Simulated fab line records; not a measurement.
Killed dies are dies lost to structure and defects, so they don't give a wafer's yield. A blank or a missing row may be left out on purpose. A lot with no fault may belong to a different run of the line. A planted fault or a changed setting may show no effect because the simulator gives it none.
Split-lot experiment ; flow n5Finfet ; 21 wafers read from 7 lots, route of 1938 steps

THE SPLIT
At N5_BEOL_M8_PEB_09 (peb time 60 s), the setting pebTimeS was moved away from the recipe's 60 s on 9 of the 21 wafers read, by +7.5% to +20.0%. This setting was run at the recipe's value on the other wafers.

BETWEEN THE SPLIT AND THE READING: the file shows 1 step in between
- N5_BEOL_M8_DEVELOP_10: develop time 30 s

THE READING
At N5_BEOL_M8_CD_MEAS_11: cdNm in nanometres, against a target cd of 38.5 nm. On this fab line, fault-free wafers typically give 38.5 nm with a standard deviation of 0.4 nm.

wafer;tool, chamber at the split;pebTimeS as run, s;against the recipe;cdNm, nm;against lot-mates on the recipe
L074.1;lithoTrack-05, 0;60;recipe;37.8;-
L074.3;lithoTrack-05, 0;60;recipe;38.3;-
L074.6;lithoTrack-05, 0;66.87;+11.5%;41.0;+3.0
L075.1;lithoTrack-01, 0;60;recipe;38.3;-
L075.2;lithoTrack-01, 0;60;recipe;37.8;-
L075.5;lithoTrack-01, 0;60;recipe;38.5;-
L077.1;lithoTrack-04, 0;60;recipe;39.3;-
L077.3;lithoTrack-04, 0;60;recipe;39.0;-
L077.6;lithoTrack-04, 0;69.22;+15.4%;42.5;+3.4
L083.2;lithoTrack-05, 0;70.8;+18.0%;41.7;+3.3
L083.5;lithoTrack-05, 0;70.8;+18.0%;41.6;+3.2
L083.6;lithoTrack-05, 0;60;recipe;38.4;-
L088.1;lithoTrack-04, 0;71.97;+20.0%;43.2;+5.1
L088.4;lithoTrack-04, 0;71.97;+20.0%;43.1;+5.0
L088.5;lithoTrack-04, 0;60;recipe;38.1;-
L090.3;lithoTrack-05, 0;64.49;+7.5%;39.9;+1.5
L090.5;lithoTrack-05, 0;60;recipe;38.6;-
L090.6;lithoTrack-05, 0;60;recipe;38.1;-
L093.1;lithoTrack-01, 0;69.15;+15.3%;42.3;+3.7
L093.4;lithoTrack-01, 0;60;recipe;38.6;-
L093.5;lithoTrack-01, 0;69.15;+15.3%;42.2;+3.6

THE FIT
A straight line over all 21 wafers: cdNm changes by +0.226 nm for each +1% of pebTimeS; r = +0.97; the points scatter about the line by 0.48 nm.
The same after taking each lot's own level away (the mean of its wafers on the recipe; 21 wafers): +0.226 nm for each +1%; r = +0.98; scatter 0.38 nm.
According to that fit, moving pebTimeS by its largest amount changes the reading by 4.5 nm.
From 38.05 to 39.15 nm: that is the span of the lots' own levels, equal to 2.8 times the standard deviation above.
Consequently the slope shifts little with the lot-to-lot level, the two slopes agreeing.
Check: with one of the wafers moved furthest among these (+20.0%) left out of the fit, the line predicts +4.38 nm for it against its lot-mates. Against them it came out at +5.1 nm.

FURTHER SPLITS ON THESE WAFERS
These wafers also went through other splits before the reading. Each is held against what the fit with the lots' levels taken away leaves over:
other split on the same wafers;wafers away from the commonest value;r with cdNm (lot level and that fit taken away)
N5_BEOL_M6_ILD_DEP_00 timeS;9;+0.25
N5_BEOL_M6_HM_DEP_02 targetThkA;9;+0.09
N5_BEOL_M7_ILD_DEP_00 timeS;8;+0.12
N5_BEOL_M7_ETCH_61 sourceW;9;-0.07

THE WHOLE CHAIN: every reading that the file lists as answering this split, in the file's order
step;what it does;reading;change (the file's fit);r (the file's)
N5_BEOL_M8_CD_MEAS_11;target cd 38.5 nm;cdNm;+0.225 nm for each +1% of the setting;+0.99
N5_BEOL_M8_ETCH_61;etches SiARC in CF4, target depth 45.5 nm, time 75.8 s;BEOL_M8.cdOffsetNm (the simulator's own value, which no gauge read);+0.233 nm for each +1% of the setting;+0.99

THE FILE'S OWN FIT
cdNm changes by +0.225 nm for each +1% of pebTimeS, r = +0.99.
